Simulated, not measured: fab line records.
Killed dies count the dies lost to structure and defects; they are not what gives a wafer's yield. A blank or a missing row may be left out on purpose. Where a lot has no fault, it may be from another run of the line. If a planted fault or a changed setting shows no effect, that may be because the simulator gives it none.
Matching of chambers | flow nand-harc | NHARC_A_CONTACT_ALD_18 on ald-metal-03 has 4 sister chambers
The step deposits TiN, target thk 3 nm, pulse time 1 s, ald cycles 150. 8 wafers are shown with their chamber, then 9 later ones without.

== WAFERS PAIRED WITH THEIR CHAMBERS ==
wafer  | chamber | heater-power-outer-w (W) | heater-power-w (W)
L080.2 | 2       | 691                      | 1116
L084.3 | 0       | 710                      | 1129
L086.4 | 0       | 738                      | 1118
L086.5 | 1       | 583                      | 928
L086.6 | 3       | 666                      | 1123
L088.1 | 3       | 669                      | 1135
L088.2 | 1       | 570                      | 945
L088.3 | 2       | 688                      | 1102

== WAFERS WITHOUT THEIR CHAMBER ==
wafer  | heater-power-outer-w (W) | heater-power-w (W)
L089.3 | 576                      | 985
L089.5 | 699                      | 1134
L089.6 | 662                      | 1113
L090.3 | 566                      | 968
L090.4 | 690                      | 1127
L090.6 | 738                      | 1122
L095.4 | 587                      | 943
L095.5 | 739                      | 1107
L095.6 | 570                      | 956

== WHICH CHAMBER EACH WENT THROUGH ==
wafer  | from the rows above          | in truth
L089.3 | 1                            | 1
L089.5 | can't be placed: 0 or 2 or 3 | 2
L089.6 | can't be placed: 3 or 2      | 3
L090.3 | 1                            | 1
L090.4 | can't be placed: 2 or 3 or 0 | 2
L090.6 | 0                            | 0
L095.4 | 1                            | 1
L095.5 | 0                            | 0
L095.6 | 1                            | 1
Correct placement for 6 of the 9. Not placeable from these rows: 3 (in 3, the candidates include the true chamber). Number placed wrongly: 0.
How it was worked out, from the rows above alone: a wafer's distance from a chamber is the root of the sum, over the readings, of the square of ((its reading less the chamber's mean) divided by the reading's scatter). The wafer belongs to the nearest chamber; if the next one is less than 2 further off, it can't be placed. Each chamber's mean is taken over the wafers shown for it. The scatter is the square root of a quotient: the sum, over the shown wafers, of each reading's squared deviation from its chamber's mean, divided by wafers minus chambers.
